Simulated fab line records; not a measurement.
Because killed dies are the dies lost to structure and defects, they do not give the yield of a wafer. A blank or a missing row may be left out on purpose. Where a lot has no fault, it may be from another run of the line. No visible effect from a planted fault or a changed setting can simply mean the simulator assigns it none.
fab line records	flow n5Finfet	part 2 of 2: steps 5 to 6 of 6
record lots=21	wafers=63	lastDay=17
route steps=1938 shown HKMG_FIN@451 GATE_CUT@474
lots that met no fault: from a run of the same line without faults
startH: hours from the record's first day to the start of the lot's first wafer shown	waitH: how many hours have passed since the lot's step before this one	" as in the row above	L1.1+2: one row covering several wafers at once	- no value, or no start given	* or withheld: withheld	< > ~ a bound
route shown NAME@n: a module of which the file shows steps, and the number in the route of the first	usual: the fault-free wafers' mean and standard deviation	same: alike in all rows	chamber/n: place in a boat	sites: readings site by site	_std_site: how widely they spread, as a standard deviation	_edge_site: the outer-site mean with the inner-site mean subtracted	radiusMm: how far each site lies from the wafer's centre	mask NAME#n: copy n	behind: the most recent tool/chamber to have shaped the wafer	hold: why the lot went on hold/how many hours it stayed there/how the hold came to an end	device: which transistor (n, p or np) failed to switch	end of line: the tests these same wafers got at the end of their route	a step given without rows: its recipe and nothing more	killed: the dies lost at the first sort to structure and to defects; this is not the yield of the wafer	map: a wafer's dies, marking killed ones x, the rest . and places with no die _
set.NAME: the setting that was run; set.NAME@STEP: the one run at that earlier step	model.NAME: the simulator's own value behind a step, which no gauge read
the route's steps for a sample of lots (tables are steps, rows are wafers)
services: a tool's chamber out of use, with start hour (startH, from the record's first day; less than 0 if before it), hours out, and reason
## steps
# step N5_GATE_CUT_ETCH_19
# recipe chemistry=CH3F/O2	target=SiNx	maskMaterial=SiO2	targetDepthA=537	timeS=76.7	pressureMtorr=30	sourceW=395	biasW=73	Ar_flow_sccm=150	CH3F_flow_sccm=30	O2_flow_sccm=20	ionEnergyEv=120	ends=cleared
# usual CH3F_flow_sccm=29.99/0.091	drypumpMotorCurrentA=5.6/0.42	etchRfOnTimeS=76.7/0.94	oesProductAu=0.68/0.069	rfVppV=297/5.2	showerheadPlenumPTorr=2.02/0.06	throttleValvePct=16.28/0.25
lot.wafer	tool	chamber	startH	waitH	CH3F_flow_sccm	drypumpMotorCurrentA	etchRfOnTimeS	oesProductAu	rfHoursCounterH	rfVppV	showerheadPlenumPTorr	throttleValvePct
L074.1	rieDiel-02	3	85.20	0.0	29.84	5.8	76.4	0.66	146	303	2.09	16.37
L074.2	"	2	"	"	30.07	5.2	76.0	0.68	133	291	2.00	16.38
L074.3	"	1	"	"	30.07	5.4	73.8	0.81	6	303	2.04	15.96
L075.1	rieDiel-05	3	90.26	0.0	29.98	5.5	75.9	0.67	136	291	1.93	16.45
L075.2	"	0	"	"	30.09	6.4	77.0	0.60	205	299	1.98	16.70
L075.4	"	1	"	"	30.00	5.0	78.8	0.62	178	295	2.07	16.24
L076.1	rieDiel-05	2	101.09	0.0	29.98	6.4	77.2	0.61	191	301	1.90	16.61
L076.2	"	1	"	"	30.15	5.0	78.6	0.62	181	296	2.07	16.24
L076.4	"	3	"	"	30.08	5.5	74.8	0.67	139	291	1.93	16.47
L077.1	rieDiel-05	3	105.05	0.0	30.03	5.5	75.8	0.66	140	290	1.93	16.48
L077.5	"	1	"	"	30.02	5.0	78.3	0.62	-	296	2.07	16.23
L077.6	"	2	"	"	29.91	6.3	77.2	0.61	-	304	1.90	16.59
L078.1	rieDiel-05	1	111.91	0.0	29.94	5.0	79.3	0.62	185	294	2.07	16.23
L078.2	"	2	"	"	29.97	6.3	77.6	0.60	194	303	1.90	16.59
L078.3	"	3	"	"	29.96	5.5	76.3	0.65	142	290	1.93	16.47
L079.1	rieDiel-02	2	122.66	0.0	29.88	5.2	76.7	0.67	146	290	2.00	16.39
L079.2	"	0	"	"	29.90	5.9	76.4	0.82	11	304	2.13	15.78
L079.3	"	3	"	"	29.95	5.8	77.1	0.64	158	303	2.09	16.37
L082.2	rieDiel-03	2	134.82	0.0	30.07	4.8	77.8	0.58	247	293	2.06	16.67
L082.5	"	1	"	"	30.06	5.5	76.1	0.70	-	295	2.03	16.21
L082.6	"	0	"	"	30.01	5.6	76.3	0.70	-	292	2.01	16.16
L083.1	rieDiel-05	1	140.93	0.0	30.04	5.0	79.0	0.62	194	294	2.07	16.25
L083.3	"	0	"	"	30.05	6.4	77.9	0.59	221	298	1.98	16.74
L083.5	"	1	"	"	30.00	5.0	79.0	0.61	-	294	2.07	16.24
L084.1	rieDiel-03	1	148.27	0.0	29.90	5.4	76.4	0.70	98	295	2.02	16.23
L084.3	"	0	"	"	29.96	5.5	76.8	0.70	86	293	2.01	16.17
L084.6	"	0	"	"	30.07	5.5	77.0	0.70	-	291	2.01	16.17
L086.2	rieDiel-02	1	160.67	0.0	29.93	5.4	75.4	0.75	28	302	2.03	16.00
L086.5	"	2	"	"	30.07	5.2	76.3	0.66	-	290	1.99	16.43
L086.6	"	1	"	"	29.94	5.4	75.7	0.75	-	301	2.03	16.00
L087.3	rieDiel-02	0	163.27	0.0	29.95	5.9	76.6	0.79	24	301	2.12	15.82
L087.5	"	3	"	"	30.05	5.7	77.4	0.63	-	304	2.08	16.39
L087.6	"	2	"	"	30.09	5.2	76.7	0.66	-	290	1.99	16.40
L088.1	rieDiel-02	0	171.03	0.0	29.96	5.9	76.3	0.78	26	302	2.12	15.82
L088.3	"	1	"	"	29.96	5.4	76.1	0.75	31	302	2.03	16.01
L088.4	"	3	"	"	29.89	5.8	77.2	0.63	171	304	2.08	16.39
L089.1	rieDiel-02	0	176.82	0.0	30.12	5.9	76.3	0.78	28	302	2.12	15.80
L089.3	"	1	"	"	29.92	5.4	76.3	0.74	33	302	2.03	16.03
L089.6	"	3	"	"	29.85	5.8	77.4	0.63	-	304	2.08	16.40
L091.1	rieDiel-03	2	185.90	0.0	29.96	4.8	75.9	0.81	8	293	2.05	16.20
L091.5	"	2	"	"	30.07	4.8	76.6	0.81	-	294	2.05	16.22
L091.6	"	1	"	"	29.93	5.4	76.2	0.69	-	296	2.02	16.24
L090.1	rieDiel-03	0	187.96	0.0	29.86	5.6	76.1	0.69	99	292	2.01	16.21
L090.3	"	2	"	"	29.98	4.9	75.6	0.81	9	295	2.05	16.18
L090.5	"	3	"	"	30.08	5.4	77.2	0.60	-	296	1.99	16.42
L092.1	rieDiel-02	2	196.14	0.0	29.92	5.2	77.2	0.64	167	291	1.99	16.43
L092.2	"	1	"	"	29.84	5.4	75.6	0.73	40	302	2.03	16.02
L092.3	"	0	"	"	30.01	5.9	76.3	0.77	34	302	2.12	15.84
L093.1	rieDiel-03	1	198.92	0.0	29.97	5.4	76.3	0.69	111	294	2.02	16.26
L093.2	"	3	"	"	29.70	5.4	77.9	0.60	200	296	1.99	16.40
L093.4	"	0	"	"	30.05	5.5	76.6	0.69	102	291	2.01	16.19
L094.2	rieDiel-02	2	202.99	0.0	30.04	5.1	76.3	0.65	169	290	1.99	16.44
L094.4	"	1	"	"	30.00	5.4	75.8	0.73	42	302	2.03	16.03
L094.6	"	3	"	"	29.90	5.8	77.3	0.63	-	303	2.08	16.41
L095.1	rieDiel-02	1	209.52	0.0	29.94	5.4	75.4	0.73	43	301	2.03	16.04
L095.4	"	0	"	"	30.08	5.9	77.1	0.77	38	303	2.12	15.84
L095.6	"	0	"	"	30.07	5.9	77.1	0.77	-	303	2.12	15.82
L096.2	rieDiel-02	0	219.07	0.0	29.87	5.9	76.4	0.76	41	302	2.12	15.83
L096.4	"	1	"	"	30.03	5.4	75.0	0.74	46	301	2.03	16.04
L096.6	"	1	"	"	30.10	5.4	75.3	0.73	-	301	2.03	16.05
L097.3	rieDiel-02	1	222.57	0.0	30.00	5.4	75.7	0.73	47	302	2.03	16.05
L097.4	"	0	"	"	29.97	5.9	76.0	0.77	42	303	2.12	15.84
L097.5	"	1	"	"	30.08	5.4	75.3	0.73	-	301	2.03	16.04
# step N5_GATE_CUT_VAPOR_ETCH_48
# recipe chemistry=BCl3/Cl2	target=TiN	mode=isotropic
# usual drypumpMotorCurrentA=5.47/0.16	oesProductAu=0.78/0.11
lot.wafer	tool	chamber	startH	waitH	drypumpMotorCurrentA	oesProductAu
L074.1	rieMetal-01	0	85.49	0.0	5.42	0.88
L074.2	"	1	"	"	5.41	0.72
L074.3	"	1	"	"	5.41	0.73
L075.1	rieMetal-02	0	90.55	0.0	5.27	0.62
L075.2	"	1	"	"	5.80	0.85
L075.4	"	1	"	"	5.84	0.86
L076.1	rieMetal-01	1	101.37	0.0	5.40	0.71
L076.2	"	0	"	"	5.41	0.86
L076.4	"	1	"	"	5.41	0.72
L077.1	rieMetal-01	0	105.34	0.0	5.43	0.86
L077.5	"	1	"	"	5.43	0.71
L077.6	"	0	"	"	5.43	0.87
L078.1	rieMetal-01	1	112.20	0.0	5.41	0.70
L078.2	"	0	"	"	5.42	0.86
L078.3	"	0	"	"	5.42	0.86
L079.1	rieMetal-03	1	122.95	0.0	5.41	0.59
L079.2	"	0	"	"	5.36	0.73
L079.3	"	1	"	"	5.43	0.59
L082.2	rieMetal-01	1	135.11	0.0	5.41	0.72
L082.5	"	1	"	"	5.41	0.71
L082.6	"	0	"	"	5.42	0.85
L083.1	rieMetal-02	1	141.22	0.0	5.82	0.85
L083.3	"	1	"	"	5.82	0.84
L083.5	"	0	"	"	5.31	0.61
L084.1	rieMetal-01	0	148.68	0.0	5.41	0.86
L084.3	"	0	"	"	5.41	0.86
L084.6	"	0	"	"	5.43	0.85
L086.2	rieMetal-02	1	160.96	0.0	5.75	0.82
L086.5	"	0	"	"	5.32	0.61
L086.6	"	1	"	"	5.81	0.83
L087.3	rieMetal-03	1	163.57	0.0	5.42	1.02
L087.5	"	1	"	"	5.42	1.02
L087.6	"	0	"	"	5.37	0.72
L088.1	rieMetal-03	1	171.32	0.0	5.43	0.97
L088.3	"	0	"	"	5.39	0.70
L088.4	"	1	"	"	5.40	0.98
L089.1	rieMetal-03	1	177.11	0.0	5.41	0.98
L089.3	"	0	"	"	5.39	0.71
L089.6	"	1	"	"	5.40	0.98
L091.1	rieMetal-02	1	186.18	0.0	5.80	0.83
L091.5	"	1	"	"	5.82	0.83
L091.6	"	0	"	"	5.31	0.60
L090.1	rieMetal-01	1	188.25	0.0	5.41	0.70
L090.3	"	0	"	"	5.42	0.85
L090.5	"	1	"	"	5.42	0.70
L092.1	rieMetal-01	0	196.43	0.0	5.44	0.84
L092.2	"	1	"	"	5.41	0.70
L092.3	"	0	"	"	5.43	0.83
L093.1	rieMetal-01	1	199.21	0.0	5.41	0.70
L093.2	"	0	"	"	5.41	0.84
L093.4	"	1	"	"	5.42	0.70
L094.2	rieMetal-02	1	203.47	0.1	5.79	0.82
L094.4	"	1	"	"	5.77	0.82
L094.6	"	1	"	"	5.74	0.82
L095.1	rieMetal-01	0	209.81	0.0	5.39	0.83
L095.4	"	0	"	"	5.41	0.82
L095.6	"	0	"	"	5.42	0.83
L096.2	rieMetal-02	1	219.42	0.0	5.83	0.81
L096.4	"	1	"	"	5.76	0.82
L096.6	"	1	"	"	5.81	0.82
L097.3	rieMetal-03	1	222.86	0.0	5.40	0.92
L097.4	"	0	"	"	5.39	0.70
L097.5	"	0	"	"	5.38	0.70
## services
tool	chamber	startH	hours	kind
rieDiel-04	1	57.67	9.6	repair
pecvd-02	-	64.73	0.8	repair
rieDiel-02	0	66.60	-	clean
rieDiel-02	0	66.60	-	consumableReplace:focusRing
rieDiel-02	0	66.60	-	consumableReplace:showerhead
rieDiel-02	0	66.60	20.8	scheduledDown
rieDiel-03	1	71.18	4.8	repair
rieDiel-05	1	79.88	4.9	repair
rieDiel-01	1	86.89	2.2	repair
rieDiel-06	3	95.74	5.3	repair
rieDiel-06	1	102.17	2.4	repair
rieDiel-01	-	104.58	0.5	repair
rieDiel-02	1	110.06	6.0	repair
rieMetal-01	-	110.84	0.2	repair
rieDiel-06	0	118.56	6.0	repair
rieDiel-03	-	130.92	0.7	repair
rieMetal-02	-	133.58	2.8	pm
rieDiel-02	-	140.34	0.4	repair
pecvd-03	0	146.35	2.8	repair
pecvd-03	-	149.62	1.8	repair
rieDiel-03	1	149.89	4.6	repair
rieMetal-03	-	198.00	1.4	pm
rieDiel-05	0	215.24	3.8	repair
rieDiel-04	1	217.32	5.2	repair
